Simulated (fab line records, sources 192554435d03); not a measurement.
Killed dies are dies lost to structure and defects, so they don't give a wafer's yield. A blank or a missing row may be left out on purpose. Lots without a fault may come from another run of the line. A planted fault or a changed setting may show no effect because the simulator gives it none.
Chamber matching | flow n5_finfet | N5_BEOL_M10_CURE_72 on uv_cure-02: 3 sister chambers
The step cures SiCOH lowk, time 120 s. 18 wafers are shown with their chamber, then 9 later ones without.

WAFERS WITH THEIR CHAMBER
wafer  | chamber | wafer_temp_C_max | lamp_power_pct (%)
L078.1 | 1       | 372.1            | 52.20
L078.4 | 1       | 372.4            | 52.26
L078.6 | 1       | 372.2            | 52.21
L080.1 | 2       | 372.4            | 52.32
L080.3 | 2       | 371.3            | 52.32
L080.5 | 2       | 372.3            | 52.22
L081.2 | 0       | 370.9            | 52.23
L081.5 | 0       | 371.0            | 52.31
L081.6 | 0       | 371.1            | 52.35
L086.2 | 0       | 371.5            | 52.28
L086.3 | 0       | 371.4            | 52.34
L086.4 | 0       | 371.5            | 52.28
L093.3 | 0       | 371.4            | 52.27
L093.4 | 0       | 371.7            | 52.29
L093.5 | 0       | 371.3            | 52.36
L092.1 | 1       | 371.6            | 52.25
L092.2 | 1       | 371.7            | 52.37
L092.6 | 1       | 373.2            | 52.32

SIGNATURES (means of the wafers above)
reading          | chamber 0 | chamber 1 | chamber 2 | scatter within a chamber
wafer_temp_C_max | 371.311   | 372.200   | 372.000   | 0.443
lamp_power_pct   | 52.3011   | 52.2683   | 52.2867   | 0.0533
Rule: a wafer's distance from a chamber is the root of the sum, over the readings, of the square of ((its reading less the chamber's mean) divided by the reading's scatter). The wafer belongs to the nearest chamber; if the next one is less than 2 further off, it can't be placed. The scatter: the root of (the sum of the squares of (reading less its chamber's mean) over the shown wafers, divided by (wafers less chambers)).

WAFERS WITHOUT THEIR CHAMBER
wafer  | wafer_temp_C_max | lamp_power_pct (%)
L094.1 | 371.3            | 52.35
L094.2 | 371.9            | 52.28
L094.3 | 371.4            | 52.32
L097.1 | 373.3            | 52.37
L097.2 | 372.6            | 52.30
L097.5 | 373.4            | 52.32
L095.4 | 372.8            | 52.34
L095.5 | 372.8            | 52.36
L095.6 | 371.7            | 52.43

WHICH CHAMBER EACH WENT THROUGH
wafer  | from the rows above          | in truth
L094.1 | can't be placed: 0 or 2 or 1 | 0
L094.2 | can't be placed: 2 or 1 or 0 | 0
L094.3 | can't be placed: 0 or 2 or 1 | 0
L097.1 | can't be placed: 1 or 2 or 0 | 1
L097.2 | can't be placed: 1 or 2 or 0 | 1
L097.5 | can't be placed: 1 or 2 or 0 | 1
L095.4 | can't be placed: 1 or 2 or 0 | 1
L095.5 | can't be placed: 1 or 2 or 0 | 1
L095.6 | can't be placed: 0 or 2 or 1 | 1
Placed correctly: 0 of 9. Can't be placed from these rows: 9 (the true chamber is among the candidates in 9). Placed wrongly: 0.
